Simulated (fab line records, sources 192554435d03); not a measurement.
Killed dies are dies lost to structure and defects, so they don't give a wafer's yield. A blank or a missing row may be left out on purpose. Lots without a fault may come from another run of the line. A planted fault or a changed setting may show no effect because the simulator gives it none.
fab line records | flow n5_finfet | part 2 of 2: steps 9 to 9 of 9
record lots=9 wafers=27 last_day=16
route steps=1938 shown STI_FIN_REVEAL@196 DUMMY_GATE@228 BEOL_M4@1111 PASSIVATION@1936
lots that met no fault: from a run of the same line without faults
start_h: hours from the record's first day to the start of the lot's first wafer shown | wait_h: hours since the lot's step before | " the same as in the row above | L1.1+2: a row that stands for several wafers | - no value, or no start given | * or withheld: withheld | < > ~ a bound
route shown NAME@n: a module of which the file shows steps, and the number in the route of the first | usual: mean/standard deviation of fault-free wafers | same: alike in all rows | chamber/n: place in a boat | sites: the reading at each site | _std_site: their standard deviation | _edge_site: outer sites' mean less inner sites' | radius_mm: how far each site lies from the wafer's centre | mask NAME#n: copy n | behind: the tool/chamber that last shaped the wafer | hold: why the lot was held/for how many hours/how that ended | device: the transistor (n, p or np) that didn't switch | end of line: the same wafers' tests at the end of the route | a step without rows: its recipe alone | killed: dies lost to structure and defects at the first sort, not the wafer's yield | map: a wafer's dies, x killed, . not, _ none there
set.NAME: the setting as run; set.NAME@STEP: as run at that earlier step | model.NAME: the simulator's own value behind a step, which no gauge read
steps of the route over a sample of lots; a table a step, a row a wafer
services: from which hour (start_h, from the record's first day; less than 0 if before it) a tool's chamber was out of use, for how many hours, and why
## steps
# step N5_PASSIVATION_PROBE_49
# usual defect_limited_yield=91.2/1.3 killed_at_M0_to_M3=34/10 killed_at_M4_up=13/4.6 killed_at_contacts=13/5.5 killed_at_front_end=41/12 killed_at_other=2.8/2.4 killed_dies=104/16 killed_on_rim=14/4.2 killed_open=67/12 killed_short=33/7.2 sort_bin_4_leakage=0.00/0.012 sort_bin_5_function=5.1/0.86 sort_bin_6_memory=3.3/0.62 sort_bin_8_speed=0.00/0.014 sort_n_pass=1076/16 sort_yield_pct=91.2/1.3
# same gross_dies=1180 killed_at_back_side=0
# columns lot.wafer tool chamber start_h wait_h defect_limited_yield[%] killed_at_M0_to_M3 killed_at_M4_up killed_at_contacts killed_at_front_end killed_at_other killed_dies killed_on_rim killed_open killed_short sort_bin_4_leakage[%] sort_bin_5_function[%] sort_bin_6_memory[%] sort_bin_8_speed[%] sort_n_pass sort_yield_pct[%]
L248.2 prober-02 - 293.97 0.1 91.6 30 19 12 31 7 99 17 62 34 0 5.0 2.6 0 1081 91.6
L248.4 prober-02 - 294.07 0.2 91.9 27 10 11 46 1 95 18 57 33 0 4.7 3.2 0 1085 91.9
L248.6 prober-02 - 294.17 0.3 90.1 32 14 22 49 0 117 20 67 44 0 5.1 4.1 0 1063 90.1
L251.1 prober-02 - 301.86 0.0 91.7 32 9 25 31 1 98 9 61 31 0 4.6 3.3 0 1082 91.7
L251.2 prober-02 - 301.91 0.1 92.6 30 7 14 36 0 87 12 56 26 0 4.2 2.9 0 1093 92.6
L251.5 prober-02 - 302.06 0.2 92.6 21 14 19 25 8 87 14 60 26 0 4.2 3.1 0 1093 92.6
L253.4 prober-01 - 317.37 0.2 91.4 35 10 7 50 0 102 15 68 30 0 4.7 3.7 0 1078 91.4
L253.5 prober-01 - 317.42 0.2 91.3 34 17 17 34 1 103 4 68 28 0 4.8 3.6 0 1077 91.3
L253.6 prober-01 - 317.47 0.3 89.8 35 15 11 56 3 120 21 89 25 0 5.7 4.4 0 1060 89.8
L254.2 prober-01 - 322.53 0.1 92.5 16 20 12 38 2 88 12 59 23 0 3.7 3.2 0 1092 92.5
L254.3 prober-01 - 322.58 0.1 90.0 45 12 30 28 3 118 20 74 36 0 6.1 3.1 0 1062 90.0
L254.4 prober-01 - 322.63 0.2 93.5 19 11 5 39 3 77 7 51 25 0 4.3 1.9 0 1103 93.5
L255.3 prober-01 - 326.19 0.1 91.4 23 10 10 56 3 102 20 54 33 0 4.7 2.7 0 1078 91.4
L255.4 prober-01 - 326.24 0.2 92.2 31 8 10 43 0 92 14 52 30 0 4.5 2.6 0 1088 92.2
L255.6 prober-01 - 326.34 0.3 91.7 32 11 21 31 3 98 16 57 35 0 5.1 3.1 0 1082 91.7
L256.1 prober-02 - 338.61 0.0 91.4 44 10 9 34 4 101 12 63 35 0 5.3 3.1 0 1079 91.4
L256.4 prober-02 - 338.76 0.2 90.8 47 22 5 32 3 109 14 79 30 0.08 5.6 3.5 0 1070 90.7
L256.5 prober-02 - 338.81 0.2 89.2 47 16 11 49 4 127 13 89 36 0.08 6.1 4.4 0 1052 89.2
L261.1 prober-02 - 358.99 0.0 89.2 40 11 11 66 0 128 34 64 38 0 4.9 3.5 0 1052 89.2
L261.5 prober-02 - 359.19 0.2 86.0 30 20 6 109 0 165 41 74 32 0 6.0 3.1 0 1015 86.0
L261.6 prober-02 - 359.24 0.3 79.6 23 14 17 186 1 241 62 69 31 0 5.6 2.6 0 939 79.6
L265.2 prober-02 - 368.49 0.1 86.0 42 9 11 101 2 165 37 63 41 0 6.0 3.2 0.08 1014 85.9
L265.3 prober-02 - 368.54 0.1 79.0 56 18 5 168 1 248 64 68 38 0 5.9 3.3 0.17 930 78.8
L265.6 prober-02 - 368.69 0.3 74.3 45 19 8 224 7 303 79 72 39 0 5.7 3.8 0 877 74.3
L263.1 prober-02 - 376.28 0.0 91.1 27 21 18 39 0 105 18 67 26 0 4.4 3.6 0 1075 91.1
L263.4 prober-02 - 376.43 0.2 88.8 71 14 10 37 0 132 14 84 43 0 6.8 4.0 0 1048 88.8
L263.5 prober-02 - 376.48 0.2 91.2 35 21 12 33 3 104 22 63 30 0 5.3 2.9 0 1076 91.2
# killed by level:class
L248.2 MOL_CONTACT_COAG:geometric_particle:open=8 BEOL_M2:geometric_particle:open=8 FIN_SAQP:geometric_particle:open=7 BEOL_M4:geometric_particle:open=7 BEOL_M1:geometric_particle:open=6 STI_FIN_REVEAL:geometric_particle:open=5 BEOL_M0_SAQP:geometric_particle:short=5 MOL_CONTACT_COAG:geometric_particle:short=4
L248.4 FIN_SAQP:geometric_particle:open=17 FIN_SAQP:geometric_particle:short=12 MOL_CONTACT_COAG:geometric_particle:open=10 BEOL_M0_SAQP:geometric_particle:open=7 BEOL_M0_SAQP:geometric_particle:short=6 BEOL_M1:geometric_particle:open=5 BEOL_M2:geometric_particle:open=5 DUMMY_GATE:geometric_particle:open=4
L248.6 MOL_CONTACT_COAG:geometric_particle:open=19 FIN_SAQP:geometric_particle:short=8 BEOL_M3:geometric_particle:open=8 GATE_CUT:geometric_particle:short=7 BEOL_M0_SAQP:geometric_particle:open=7 FIN_SAQP:geometric_particle:open=6 BEOL_M0_SAQP:geometric_particle:short=6 BEOL_M4:geometric_particle:open=6
L251.1 MOL_CONTACT_COAG:geometric_particle:open=16 STI_FIN_REVEAL:geometric_particle:open=9 MOL_CONTACT_COAG:geometric_particle:short=8 BEOL_M3:geometric_particle:open=7 BEOL_M2:geometric_particle:open=6 FIN_SAQP:geometric_particle:short=5 STI_FIN_REVEAL:geometric_particle:short=4 BEOL_M0_SAQP:geometric_particle:open=4
L251.2 MOL_CONTACT_COAG:geometric_particle:open=11 BEOL_M3:geometric_particle:open=11 GATE_CUT:geometric_particle:short=8 FIN_SAQP:geometric_particle:short=7 BEOL_M0_SAQP:geometric_particle:open=6 DUMMY_GATE:geometric_particle:open=5 STI_FIN_REVEAL:geometric_particle:open=4 FIN_SAQP:geometric_particle:open=3
L251.5 MOL_CONTACT_COAG:geometric_particle:open=18 FIN_SAQP:geometric_particle:short=6 BEOL_M0_SAQP:geometric_particle:short=5 BEOL_M2:geometric_particle:open=5 STI_FIN_REVEAL:geometric_particle:open=4 DUMMY_GATE:geometric_particle:open=4 BEOL_M0_SAQP:geometric_particle:open=4 BEOL_M4:geometric_particle:open=4
L253.4 STI_FIN_REVEAL:geometric_particle:open=17 BEOL_M3:geometric_particle:open=7 BEOL_M1:geometric_particle:open=7 FIN_SAQP:geometric_particle:short=6 BEOL_M0_SAQP:geometric_particle:open=6 BEOL_M2:geometric_particle:open=6 GATE_CUT:geometric_particle:short=5 FIN_SAQP:geometric_particle:open=4
L253.5 MOL_CONTACT_COAG:geometric_particle:open=14 BEOL_M0_SAQP:geometric_particle:short=9 DUMMY_GATE:geometric_particle:open=7 BEOL_M3:geometric_particle:open=7 GATE_CUT:geometric_particle:short=6 BEOL_M4:geometric_particle:open=6 BEOL_M2:geometric_particle:open=5 STI_FIN_REVEAL:geometric_particle:open=4
L253.6 DUMMY_GATE:geometric_particle:open=21 MOL_CONTACT_COAG:geometric_particle:open=10 STI_FIN_REVEAL:geometric_particle:open=9 BEOL_M0_SAQP:geometric_particle:short=7 FIN_SAQP:geometric_particle:open=6 BEOL_M0_SAQP:geometric_particle:open=6 BEOL_M3:geometric_particle:open=6 BEOL_M5:geometric_particle:open=6
L254.2 FIN_SAQP:geometric_particle:open=14 MOL_CONTACT_COAG:geometric_particle:open=11 BEOL_M4:geometric_particle:open=9 BEOL_M3:geometric_particle:open=7 FIN_SAQP:geometric_particle:short=6 STI_FIN_REVEAL:geometric_particle:open=4 DUMMY_GATE:geometric_particle:open=4 BEOL_M1:geometric_particle:short=4
L254.3 MOL_CONTACT_COAG:geometric_particle:open=22 BEOL_M3:geometric_particle:open=15 BEOL_M0_SAQP:geometric_particle:short=10 MOL_CONTACT_COAG:geometric_particle:short=7 BEOL_M2:geometric_particle:open=6 BEOL_M0_SAQP:geometric_particle:open=5 FIN_SAQP:geometric_particle:open=4 BEOL_M1:geometric_particle:open=4
L254.4 FIN_SAQP:geometric_particle:open=11 STI_FIN_REVEAL:geometric_particle:open=6 BEOL_M1:geometric_particle:open=6 BEOL_M4:geometric_particle:open=6 DUMMY_GATE:geometric_particle:open=5 MOL_CONTACT_COAG:geometric_particle:open=5 BEOL_M0_SAQP:geometric_particle:open=4 FIN_SAQP:geometric_particle:short=3
L255.3 STI_FIN_REVEAL:geometric_particle:open=11 GATE_CUT:geometric_particle:short=9 HKMG_FIN:area_etch=9 FIN_SAQP:geometric_particle:open=8 MOL_CONTACT_COAG:geometric_particle:open=7 BEOL_M0_SAQP:geometric_particle:short=6 DUMMY_GATE:geometric_particle:open=4 BEOL_M1:geometric_particle:open=4
L255.4 MOL_CONTACT_COAG:geometric_particle:open=8 GATE_CUT:geometric_particle:short=7 BEOL_M1:geometric_particle:open=7 HKMG_FIN:area_etch=6 BEOL_M3:geometric_particle:open=5 FIN_SAQP:geometric_particle:open=4 GATE_CUT:geometric_particle:open=4 BEOL_M0_SAQP:geometric_particle:open=4
L255.6 MOL_CONTACT_COAG:geometric_particle:open=14 BEOL_M0_SAQP:geometric_particle:short=8 MOL_CONTACT_COAG:geometric_particle:short=7 GATE_CUT:geometric_particle:short=6 BEOL_M1:geometric_particle:open=6 GATE_CUT:geometric_particle:open=5 BEOL_M0_SAQP:geometric_particle:open=5 STI_FIN_REVEAL:geometric_particle:open=4
L256.1 BEOL_M1:geometric_particle:open=14 STI_FIN_REVEAL:geometric_particle:open=9 BEOL_M0_SAQP:geometric_particle:short=7 BEOL_M4:geometric_particle:open=7 STARTING-WAFER:geometric_particle:short=7 BEOL_M2:geometric_particle:open=6 BEOL_M0_SAQP:geometric_particle:open=5 MOL_CONTACT_COAG:geometric_particle:open=5
L256.4 BEOL_M0_SAQP:geometric_particle:open=15 BEOL_M2:geometric_particle:open=9 STI_FIN_REVEAL:geometric_particle:open=8 BEOL_M4:geometric_particle:open=8 FIN_SAQP:geometric_particle:open=6 BEOL_M0_SAQP:geometric_particle:short=6 BEOL_M3:geometric_particle:open=6 MOL_CONTACT_COAG:geometric_particle:open=5
L256.5 BEOL_M0_SAQP:geometric_particle:open=13 STI_FIN_REVEAL:geometric_particle:open=11 BEOL_M2:geometric_particle:open=11 MOL_CONTACT_COAG:geometric_particle:open=9 FIN_SAQP:geometric_particle:short=8 BEOL_M4:geometric_particle:open=8 FIN_SAQP:geometric_particle:open=7 BEOL_M3:geometric_particle:open=7
L261.1 DUMMY_GATE:area_expose=22 STI_FIN_REVEAL:geometric_particle:open=9 BEOL_M1:geometric_particle:open=8 BEOL_M0_SAQP:geometric_particle:open=7 FIN_SAQP:geometric_particle:open=6 MOL_CONTACT_COAG:geometric_particle:short=6 BEOL_M2:geometric_particle:open=6 GATE_CUT:geometric_particle:short=5
L261.5 DUMMY_GATE:area_expose=54 STI_FIN_REVEAL:geometric_particle:open=13 BEOL_M0_SAQP:geometric_particle:short=10 GATE_CUT:geometric_particle:short=10 BEOL_M0_SAQP:geometric_particle:open=9 GATE_CUT:geometric_particle:open=8 BEOL_M4:geometric_particle:open=7 MOL_CONTACT_COAG:geometric_particle:open=5
L261.6 DUMMY_GATE:area_expose=136 MOL_CONTACT_COAG:geometric_particle:open=12 GATE_CUT:geometric_particle:short=11 BEOL_M4:geometric_particle:open=10 STI_FIN_REVEAL:geometric_particle:open=9 FIN_SAQP:geometric_particle:open=8 BEOL_M3:geometric_particle:open=7 FIN_SAQP:geometric_particle:short=5
L265.2 DUMMY_GATE:area_expose=50 BEOL_M0_SAQP:geometric_particle:open=13 BEOL_M0_SAQP:geometric_particle:short=11 MOL_CONTACT_COAG:geometric_particle:open=10 STI_FIN_REVEAL:geometric_particle:open=8 FIN_SAQP:geometric_particle:short=7 BEOL_M1:geometric_particle:open=7 GATE_CUT:geometric_particle:short=6
L265.3 DUMMY_GATE:area_expose=128 BEOL_M0_SAQP:geometric_particle:open=11 BEOL_M3:geometric_particle:open=10 BEOL_M1:geometric_particle:open=9 HKMG_FIN:area_etch=9 BEOL_M0_SAQP:geometric_particle:short=7 DUMMY_GATE:geometric_particle:open=6 BEOL_M4:geometric_particle:short=6
L265.6 DUMMY_GATE:area_expose=186 BEOL_M0_SAQP:geometric_particle:open=12 BEOL_M0_SAQP:geometric_particle:short=9 STI_FIN_REVEAL:geometric_particle:open=8 BEOL_M1:geometric_particle:open=7 BEOL_M4:geometric_particle:open=7 DUMMY_GATE:geometric_particle:open=6 MOL_CONTACT_COAG:geometric_particle:open=6
L263.1 MOL_CONTACT_COAG:geometric_particle:open=16 BEOL_M0_SAQP:geometric_particle:open=8 HKMG_FIN:area_etch=8 FIN_SAQP:geometric_particle:open=7 BEOL_M0_SAQP:geometric_particle:short=7 BEOL_M5:geometric_particle:open=6 BEOL_M0:geometric_particle:open=6 STI_FIN_REVEAL:geometric_particle:open=5
L263.4 BEOL_M0_SAQP:geometric_particle:open=26 BEOL_M0_SAQP:geometric_particle:short=22 STI_FIN_REVEAL:geometric_particle:open=14 FIN_SAQP:geometric_particle:open=9 MOL_CONTACT_COAG:geometric_particle:open=9 BEOL_M2:geometric_particle:open=9 FIN_SAQP:geometric_particle:short=5 GATE_CUT:geometric_particle:short=3
L263.5 MOL_CONTACT_COAG:geometric_particle:open=10 BEOL_M0_SAQP:geometric_particle:short=10 BEOL_M0_SAQP:geometric_particle:open=10 STI_FIN_REVEAL:geometric_particle:open=8 HKMG_FIN:area_etch=7 FIN_SAQP:geometric_particle:open=6 BEOL_M1:geometric_particle:open=5 BEOL_M5:geometric_particle:open=5
## services
# columns tool chamber start_h hours kind
euv_scanner-01 - 26.40 1.0 pm
euv_scanner-02 - 44.33 4.6 pm
euv_scanner-01 - 48.93 4.6 pm
rie_diel-05 0 69.06 - clean
rie_diel-05 0 69.06 - consumable_replace:focus_ring
rie_diel-05 0 69.06 19.3 scheduled_down
rie_diel-05 0 69.06 19.3 vent_cycle
euv_scanner-02 - 69.23 1.0 pm
euv_scanner-02 0 73.99 - calibration
rie_diel-03 3 74.51 6.5 repair
euv_scanner-01 0 81.97 - calibration
euv_scanner-01 - 82.55 1.0 pm
rie_diel-03 0 83.65 4.6 repair
rie_diel-03 3 104.46 - clean
rie_diel-03 3 104.46 - consumable_replace:focus_ring
rie_diel-03 3 104.46 15.2 scheduled_down
rie_diel-03 3 104.46 15.2 vent_cycle
euv_scanner-02 - 125.38 1.0 pm
euv_scanner-01 - 138.70 1.0 pm
rie_diel-03 1 142.65 - clean
rie_diel-03 1 142.65 - consumable_replace:focus_ring
rie_diel-03 1 142.65 26.3 scheduled_down
rie_diel-03 1 142.65 26.3 vent_cycle
## key
first_sign step=N5_DUMMY_GATE_EXPOSE_12 reading=exposure_dose_mJ_cm2 direction=down sigmas=20 usual=34.15 struck=31.02
effect step=N5_DUMMY_GATE_CD_MEAS_15 reading=cd_nm direction=up sigmas=8.6 usual=25.05 struck=27.06 through=control_loop
effect step=N5_DUMMY_GATE_CD_MEAS_50 reading=cd_nm direction=up sigmas=4.7 usual=13.9 struck=15.8 through=control_loop
effect step=N5_DUMMY_GATE_CD_MEAS_24 reading=cd_nm direction=up sigmas=4.6 usual=14.9 struck=16.9 through=control_loop
effect step=N5_BEOL_M4_RC_MEAS_101 reading=DIBL_P direction=down sigmas=3.7 usual=37.3 struck=28.7
effect step=N5_BEOL_M4_RC_MEAS_101 reading=DIBL_N direction=down sigmas=3.5 usual=36.9 struck=30.8
effect step=N5_BEOL_M4_RC_MEAS_101 reading=SS_N direction=down sigmas=3.3 usual=71.6 struck=69.7
effect step=N5_BEOL_M4_RC_MEAS_101 reading=SS_P direction=down sigmas=2.7 usual=73.4 struck=71.4
effect step=N5_BEOL_M4_RC_MEAS_101 reading=IOFF_N direction=down sigmas=2.5 usual=0.16 struck=0.08 wafers_moved=3
effect step=N5_BEOL_M4_RC_MEAS_101 reading=IOFF_P direction=down sigmas=2.2 usual=0.22 struck=0.13 wafers_moved=3
effect step=N5_BEOL_M4_RC_MEAS_101 reading=ION_N direction=down sigmas=2 usual=673 struck=649 wafers_moved=3
effect step=N5_BEOL_M4_RC_MEAS_101 reading=VT_N direction=up sigmas=2 usual=250 struck=257
effect step=N5_BEOL_M4_RC_MEAS_101 reading=VT_P direction=down sigmas=1.5 usual=-250 struck=-255
effect step=N5_PASSIVATION_PROBE_49 reading=killed_at_front_end direction=up sigmas=8.7 usual=41 struck=142 wafers_moved=5
more_kills_born_at N5_DUMMY_GATE_EXPOSE_12@euv_scanner-02=576
met_at N5_DUMMY_GATE_EXPOSE_12
struck_lots L261,L265
loop_trim step=N5_DUMMY_GATE_EXPOSE_12 setting=dose lots=L265
not_acting_at N5_STI_FIN_REVEAL_RECESS_09,N5_STI_FIN_REVEAL_FIN_H_MEAS_10,N5_DUMMY_GATE_ETCH_37
onset_between 99.40 133.64
fault kind=process_parameter_drift tool=euv_scanner-02 chamber=- onset_h=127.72 steps=N5_DUMMY_GATE_EXPOSE_12 channel=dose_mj offset=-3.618 shape=step acts_in=these_recipes_only stated=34
# loop_trim: a control loop set the setting to another value than it would have without faults
